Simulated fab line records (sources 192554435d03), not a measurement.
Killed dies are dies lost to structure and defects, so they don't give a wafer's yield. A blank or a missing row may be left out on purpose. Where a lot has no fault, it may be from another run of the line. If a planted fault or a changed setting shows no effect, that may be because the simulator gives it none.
Split-lot experiment :: flow n5_finfet :: route with 1938 steps; 7 lots, 21 wafers read

== THE SPLIT ==
At N5_BEOL_M5_ETCH_41 (etches SiCN in CH3F/O2, target depth 31.5 nm, time 56.7 s), the setting source_w was moved away from the recipe's 395 W on 3 of the 21 wafers read, by -9.2% to +8.7%. All remaining wafers had this setting at the recipe value.

The split's own step is where the reading is taken.

== THE READING ==
rf_vpp_V, in V, at N5_BEOL_M5_ETCH_41 (etches SiCN in CH3F/O2, target depth 31.5 nm, time 56.7 s). A value of 297.5 V with a standard deviation of 1.8 V is what fault-free wafers of this fab line usually give.

wafer: L077.2
tool, chamber at the split: rie_diel-05, 3
source_w as run, W: 395
against the recipe: recipe
rf_vpp_V, V: 295.0
against lot-mates on the recipe: -

wafer: L077.4
tool, chamber at the split: rie_diel-05, 3
source_w as run, W: 395
against the recipe: recipe
rf_vpp_V, V: 295.0
against lot-mates on the recipe: -

wafer: L077.6
tool, chamber at the split: rie_diel-05, 1
source_w as run, W: 395
against the recipe: recipe
rf_vpp_V, V: 299.4
against lot-mates on the recipe: -

wafer: L081.1
tool, chamber at the split: rie_diel-03, 1
source_w as run, W: 395
against the recipe: recipe
rf_vpp_V, V: 298.4
against lot-mates on the recipe: -

wafer: L081.2
tool, chamber at the split: rie_diel-03, 3
source_w as run, W: 395
against the recipe: recipe
rf_vpp_V, V: 296.6
against lot-mates on the recipe: -

wafer: L081.3
tool, chamber at the split: rie_diel-03, 0
source_w as run, W: 395
against the recipe: recipe
rf_vpp_V, V: 296.3
against lot-mates on the recipe: -

wafer: L087.1
tool, chamber at the split: rie_diel-05, 1
source_w as run, W: 395
against the recipe: recipe
rf_vpp_V, V: 299.9
against lot-mates on the recipe: -

wafer: L087.3
tool, chamber at the split: rie_diel-05, 2
source_w as run, W: 395
against the recipe: recipe
rf_vpp_V, V: 300.0
against lot-mates on the recipe: -

wafer: L087.6
tool, chamber at the split: rie_diel-05, 0
source_w as run, W: 395
against the recipe: recipe
rf_vpp_V, V: 299.5
against lot-mates on the recipe: -

wafer: L088.3
tool, chamber at the split: rie_diel-04, 0
source_w as run, W: 395
against the recipe: recipe
rf_vpp_V, V: 296.4
against lot-mates on the recipe: -

wafer: L088.4
tool, chamber at the split: rie_diel-04, 1
source_w as run, W: 358.6
against the recipe: -9.2%
rf_vpp_V, V: 309.3
against lot-mates on the recipe: +12.2

wafer: L088.5
tool, chamber at the split: rie_diel-04, 0
source_w as run, W: 395
against the recipe: recipe
rf_vpp_V, V: 297.9
against lot-mates on the recipe: -

wafer: L089.2
tool, chamber at the split: rie_diel-04, 2
source_w as run, W: 395
against the recipe: recipe
rf_vpp_V, V: 296.2
against lot-mates on the recipe: -

wafer: L089.3
tool, chamber at the split: rie_diel-04, 0
source_w as run, W: 429.5
against the recipe: +8.7%
rf_vpp_V, V: 290.7
against lot-mates on the recipe: -7.0

wafer: L089.4
tool, chamber at the split: rie_diel-04, 3
source_w as run, W: 395
against the recipe: recipe
rf_vpp_V, V: 299.2
against lot-mates on the recipe: -

wafer: L094.2
tool, chamber at the split: rie_diel-03, 2
source_w as run, W: 395
against the recipe: recipe
rf_vpp_V, V: 297.5
against lot-mates on the recipe: -

wafer: L094.5
tool, chamber at the split: rie_diel-03, 2
source_w as run, W: 415.2
against the recipe: +5.1%
rf_vpp_V, V: 294.1
against lot-mates on the recipe: -2.9

wafer: L094.6
tool, chamber at the split: rie_diel-03, 1
source_w as run, W: 395
against the recipe: recipe
rf_vpp_V, V: 296.5
against lot-mates on the recipe: -

wafer: L097.1
tool, chamber at the split: rie_diel-03, 2
source_w as run, W: 395
against the recipe: recipe
rf_vpp_V, V: 298.7
against lot-mates on the recipe: -

wafer: L097.2
tool, chamber at the split: rie_diel-03, 3
source_w as run, W: 395
against the recipe: recipe
rf_vpp_V, V: 295.6
against lot-mates on the recipe: -

wafer: L097.3
tool, chamber at the split: rie_diel-03, 1
source_w as run, W: 395
against the recipe: recipe
rf_vpp_V, V: 295.6
against lot-mates on the recipe: -

FIT RESULTS
A straight line over all 21 wafers: rf_vpp_V changes by -0.996 V for each +1% of source_w; r = -0.86; the points scatter about the line by 1.8 V.
The same after taking each lot's own level away (the mean of its wafers on the recipe; 21 wafers): -1.01 V for each +1%; r = -0.90; scatter 1.5 V.
That fit puts the effect of the largest move of source_w on the reading at 9.3 V.
From 296.47 to 299.80 V: that is the span of the lots' own levels, equal to 1.9 times the standard deviation above.
So the lot-to-lot level changes the slope little: the two slopes agree.
Check: +6.88 V against its lot-mates is what the line predicts for one of the wafers moved furthest among these (-9.2%) when that wafer is left out of the fit. Against them it came out at +12.2 V.
Tool readings at the split's step, against how far the setting was moved: rf_vpp_V r = -0.86.

== FILE'S OWN FIT ==
rf_vpp_V changes by -1 V for each +1% of source_w, r = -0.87.
